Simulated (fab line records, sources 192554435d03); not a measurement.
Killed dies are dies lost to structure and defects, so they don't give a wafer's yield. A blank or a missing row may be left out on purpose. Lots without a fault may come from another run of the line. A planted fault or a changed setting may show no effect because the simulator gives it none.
Chamber matching | flow n5_finfet | N5_BEOL_M7_ILD_DEP_00 on pecvd-03: 3 sister chambers
The step deposits SiCOH lowk from DEMS/porogen, target thk 179.75 nm, time 33.4 s. 3 wafers are shown with their chamber, then 12 later ones without.

WAFERS WITH THEIR CHAMBER
wafer  | chamber | throttle_valve_pct (%)
L090.1 | 1       | 13.5
L090.4 | 0       | 14.3
L090.6 | 2       | 13.5

WAFERS WITHOUT THEIR CHAMBER
wafer  | throttle_valve_pct (%)
L089.1 | 13.1
L089.3 | 13.5
L089.6 | 13.4
L094.4 | 13.3
L094.5 | 14.3
L094.6 | 13.7
L093.1 | 14.4
L093.4 | 14.6
L093.5 | 13.3
L095.1 | 13.5
L095.3 | 13.2
L095.6 | 13.2

WHICH CHAMBER EACH WENT THROUGH
wafer  | from the rows above          | in truth
L089.1 | can't be placed: 1 or 2      | 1
L089.3 | can't be placed: 1 or 2      | 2
L089.6 | can't be placed: 1 or 2      | 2
L094.4 | can't be placed: 1 or 2      | 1
L094.5 | 0                            | 0
L094.6 | can't be placed: 1 or 2 or 0 | 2
L093.1 | 0                            | 0
L093.4 | 0                            | 0
L093.5 | can't be placed: 1 or 2      | 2
L095.1 | can't be placed: 1 or 2      | 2
L095.3 | can't be placed: 1 or 2      | 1
L095.6 | can't be placed: 1 or 2      | 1
Placed correctly: 3 of 12. Can't be placed from these rows: 9 (the true chamber is among the candidates in 9). Placed wrongly: 0.
How it was worked out, from the rows above alone: a wafer's distance from a chamber is the root of the sum, over the readings, of the square of ((its reading less the chamber's mean) divided by the reading's scatter). The wafer belongs to the nearest chamber; if the next one is less than 2 further off, it can't be placed. A chamber's mean is the mean of its shown wafers. The scatter: with one shown wafer a chamber, the root of the mean of the squares of how far each hidden wafer lies from its nearest shown one.
